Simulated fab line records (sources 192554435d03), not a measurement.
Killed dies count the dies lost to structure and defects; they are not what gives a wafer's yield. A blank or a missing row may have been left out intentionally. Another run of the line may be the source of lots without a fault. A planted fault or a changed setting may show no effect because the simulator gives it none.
Split-lot experiment -- flow n5Finfet -- route with 1938 steps; 7 lots, 21 wafers read

THE SPLIT ITSELF
At N5_BEOL_M5_COAT_74 (time 60 s, resist thk 5 nm), the setting spinRpm was moved away from the recipe's 1500 rpm on 3 of the 21 wafers read, by -7.5% to +10.6%. The other wafers ran this setting at the recipe's value.

FROM THE SPLIT TO THE READING: what the file shows between them, 3 steps
- N5_BEOL_M5_COAT_22: resist thk 30 nm
- N5_BEOL_M5_EBR_24
- N5_BEOL_M5_DESCUM_33: chemistry O2, time 7 s

THE READING
etch.depthNm (the simulator's own value, which no gauge read), in nm, at N5_BEOL_M5_ETCH_75 (etches underlayer in N2/H2, target depth 6.5 nm, time 5.2 s). No usual value for it is given in the file. Across the 18 wafers here that went through the recipe, the average is 4.999 nm and the standard deviation 0.019 nm.

wafer,"tool, chamber at the split","spinRpm as run, rpm",against the recipe,"etch.depthNm, nm",against lot-mates on the recipe
L074.1,"lithoTrack-04, 0",1500,recipe,5.035,-
L074.3,"lithoTrack-04, 0",1653,+10.2%,4.779,-0.242
L074.5,"lithoTrack-04, 0",1500,recipe,5.008,-
L077.3,"lithoTrack-01, 0",1500,recipe,5.016,-
L077.4,"lithoTrack-01, 0",1500,recipe,5.027,-
L077.5,"lithoTrack-01, 0",1500,recipe,5.015,-
L081.3,"lithoTrack-01, 0",1500,recipe,4.994,-
L081.5,"lithoTrack-01, 0",1500,recipe,5,-
L081.6,"lithoTrack-01, 0",1500,recipe,4.984,-
L085.3,"lithoTrack-01, 0",1500,recipe,5.018,-
L085.4,"lithoTrack-01, 0",1500,recipe,5.016,-
L085.5,"lithoTrack-01, 0",1500,recipe,5.006,-
L089.1,"lithoTrack-01, 0",1500,recipe,4.968,-
L089.5,"lithoTrack-01, 0",1500,recipe,4.968,-
L089.3,"lithoTrack-01, 0",1500,recipe,4.976,-
L093.2,"lithoTrack-03, 0",1500,recipe,4.991,-
L093.5,"lithoTrack-03, 0",1500,recipe,4.995,-
L093.6,"lithoTrack-03, 0",1659,+10.6%,4.747,-0.246
L096.1,"lithoTrack-04, 0",1500,recipe,4.987,-
L096.2,"lithoTrack-04, 0",1500,recipe,4.986,-
L096.5,"lithoTrack-04, 0",1387,-7.5%,5.195,+0.209

FIT RESULTS
A straight line over all 21 wafers: etch.depthNm changes by -0.0235 nm for each +1% of spinRpm; r = -0.98; the points scatter about the line by 0.019 nm.
The same after taking each lot's own level away (the mean of its wafers on the recipe; 21 wafers): -0.0245 nm for each +1%; r = -1.00; scatter 0.0087 nm.
The reading moves by 0.26 nm for the largest change in spinRpm, on that fit.
From 4.9707 to 5.0215 nm: that is the span of the lots' own levels, equal to 2.7 times the standard deviation above.
So the lot-to-lot level changes the slope little: the two slopes agree.
Check: with one of the wafers moved furthest among these (+10.6%) left out of the fit, the line predicts -0.265 nm for it against its lot-mates. It came out at -0.246 nm against them.

FURTHER SPLITS ON THESE WAFERS
Other splits were also applied to these wafers ahead of the reading. Each is held against what the fit with the lots' levels taken away leaves over:
other split on the same wafers,wafers away from the commonest value,r with etch.depthNm (lot level and that fit taken away)
N5_BEOL_M4_COAT_22 spinRpm,5,+0.12
N5_BEOL_M4_TRENCH_ETCH_37 sourceW,8,+0.22
N5_BEOL_M5_ETCH_62 sourceW,6,-0.04

THE FILE'S OWN FIT
etch.depthNm changes by -0.0244 nm for each +1% of spinRpm, r = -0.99.
